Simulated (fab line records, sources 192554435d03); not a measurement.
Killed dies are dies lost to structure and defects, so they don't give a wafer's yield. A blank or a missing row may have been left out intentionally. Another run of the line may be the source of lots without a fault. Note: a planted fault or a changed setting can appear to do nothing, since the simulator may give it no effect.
Split-lot experiment	flow n5_finfet	21 wafers read from 7 lots, route of 1938 steps

== SPLIT DETAILS ==
At N5_HKMG_FIN_EXPOSE_09 (exposes mask NWFM), the setting dose_mj was moved away from the recipe's 39.25 on 7 of the 21 wafers read, by -6.6% to +7.1%. This setting was run at the recipe's value on the other wafers.

== FROM THE SPLIT TO THE READING: what the file shows between them, 2 steps ==
- N5_HKMG_FIN_PEB_10: peb time 60 s
- N5_HKMG_FIN_DEVELOP_11: develop time 30 s

== THE READING ==
Shown in nm: cd_nm at N5_HKMG_FIN_CD_MEAS_12, with target cd 92.8 nm. Fault-free wafers of this fab line usually give 93.3 nm, standard deviation 0.61 nm.

wafer	tool, chamber at the split	dose_mj as run	against the recipe	cd_nm, nm	against lot-mates on the recipe
L076.1	arfi_scanner-02, 0	39.25	recipe	94.4	-
L076.2	arfi_scanner-02, 0	39.25	recipe	94.4	-
L076.5	arfi_scanner-02, 0	39.25	recipe	93.7	-
L080.3	arfi_scanner-03, 0	36.79	-6.3%	90.2	-3.3
L080.5	arfi_scanner-03, 0	36.79	-6.3%	88.5	-5.0
L080.6	arfi_scanner-03, 0	39.25	recipe	93.5	-
L088.2	arfi_scanner-02, 0	36.64	-6.6%	88.3	-4.4
L088.5	arfi_scanner-02, 0	36.64	-6.6%	88.3	-4.4
L088.6	arfi_scanner-02, 0	39.25	recipe	92.7	-
L089.2	arfi_scanner-02, 0	39.25	recipe	92.8	-
L089.5	arfi_scanner-02, 0	39.25	recipe	93.6	-
L089.6	arfi_scanner-02, 0	39.25	recipe	93.0	-
L092.1	arfi_scanner-03, 0	41.52	+5.8%	97.1	+3.8
L092.3	arfi_scanner-03, 0	41.52	+5.8%	96.8	+3.5
L092.4	arfi_scanner-03, 0	39.25	recipe	93.3	-
L095.1	arfi_scanner-03, 0	39.25	recipe	93.0	-
L095.4	arfi_scanner-03, 0	39.25	recipe	93.4	-
L095.6	arfi_scanner-03, 0	42.04	+7.1%	98.5	+5.3
L097.2	arfi_scanner-03, 0	39.25	recipe	92.4	-
L097.3	arfi_scanner-03, 0	39.25	recipe	93.5	-
L097.6	arfi_scanner-03, 0	39.25	recipe	92.9	-

FIT RESULTS
A straight line over all 21 wafers: cd_nm changes by +0.686 nm for each +1% of dose_mj; r = +0.97; the points scatter about the line by 0.6 nm.
The same after taking each lot's own level away (the mean of its wafers on the recipe; 21 wafers): +0.67 nm for each +1%; r = +0.99; scatter 0.41 nm.
On that fit, the largest move of dose_mj shifts the reading by 4.8 nm.
From 92.70 to 94.17 nm: that is the span of the lots' own levels, equal to 2.4 times the standard deviation above.
Hence the lot-to-lot level has little effect on the slope; both slopes agree.
Check: for one of the wafers moved furthest among these (+7.1%), held out of the fit, the line's prediction against its lot-mates is +4.61 nm. It came out at +5.3 nm against them.

== ADDITIONAL SPLITS CARRIED BY THESE WAFERS ==
Other splits were also applied to these wafers ahead of the reading. Each is held against what the fit with the lots' levels taken away leaves over:
other split on the same wafers	wafers away from the commonest value	r with cd_nm (lot level and that fit taken away)
N5_SD_EPI_P_PEB_07 peb_time_s	12	+0.12

== THE FILE'S OWN FIT ==
cd_nm changes by +0.679 nm for each +1% of dose_mj, r = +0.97.
